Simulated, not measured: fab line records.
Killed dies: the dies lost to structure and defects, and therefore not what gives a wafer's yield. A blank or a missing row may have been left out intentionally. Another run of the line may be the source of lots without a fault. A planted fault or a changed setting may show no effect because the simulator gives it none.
Chamber matching / flow nand_harc / NHARC_A_SGD_CUT_DEP_00 on pecvd-03: 3 sister chambers
The step deposits SiNx, target thk 50 nm. 6 wafers are shown with their chamber, then 8 later ones without.

== WAFERS PAIRED WITH THEIR CHAMBERS ==
wafer=L080.5; chamber=0; heater_power_outer_w (W)=490; heater_power_w (W)=777
wafer=L088.3; chamber=0; heater_power_outer_w (W)=398; heater_power_w (W)=650
wafer=L092.1; chamber=2; heater_power_outer_w (W)=386; heater_power_w (W)=662
wafer=L092.2; chamber=1; heater_power_outer_w (W)=378; heater_power_w (W)=690
wafer=L092.5; chamber=2; heater_power_outer_w (W)=381; heater_power_w (W)=680
wafer=L094.3; chamber=1; heater_power_outer_w (W)=400; heater_power_w (W)=708

== WAFERS WITH NO CHAMBER GIVEN ==
wafer=L094.4; heater_power_outer_w (W)=341; heater_power_w (W)=608
wafer=L094.6; heater_power_outer_w (W)=401; heater_power_w (W)=704
wafer=L095.3; heater_power_outer_w (W)=353; heater_power_w (W)=628
wafer=L095.5; heater_power_outer_w (W)=346; heater_power_w (W)=625
wafer=L095.6; heater_power_outer_w (W)=467; heater_power_w (W)=717
wafer=L097.3; heater_power_outer_w (W)=368; heater_power_w (W)=653
wafer=L097.4; heater_power_outer_w (W)=353; heater_power_w (W)=630
wafer=L097.5; heater_power_outer_w (W)=360; heater_power_w (W)=676

== WHICH CHAMBER EACH WENT THROUGH ==
wafer=L094.4; from the rows above=can't be placed: 2 or 1 or 0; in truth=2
wafer=L094.6; from the rows above=can't be placed: 1 or 2 or 0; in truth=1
wafer=L095.3; from the rows above=can't be placed: 2 or 1 or 0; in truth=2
wafer=L095.5; from the rows above=can't be placed: 2 or 1 or 0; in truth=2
wafer=L095.6; from the rows above=can't be placed: 0 or 1 or 2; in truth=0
wafer=L097.3; from the rows above=can't be placed: 2 or 1 or 0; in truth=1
wafer=L097.4; from the rows above=can't be placed: 2 or 1 or 0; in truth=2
wafer=L097.5; from the rows above=can't be placed: 2 or 1 or 0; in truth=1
Correct placement for 0 of the 8. These rows do not allow placing 8 (true chamber among the candidates in 8). Wrongly placed: 0.
How it was worked out, from the rows above alone: a wafer's distance from a chamber is the root of the sum, over the readings, of the square of ((its reading less the chamber's mean) divided by the reading's scatter). The wafer belongs to the nearest chamber; if the next one is less than 2 further off, it can't be placed. Each chamber's mean is taken over the wafers shown for it. The scatter: take each reading less its chamber's mean, square it, sum over the shown wafers, divide by the number of wafers less the number of chambers, and take the root.
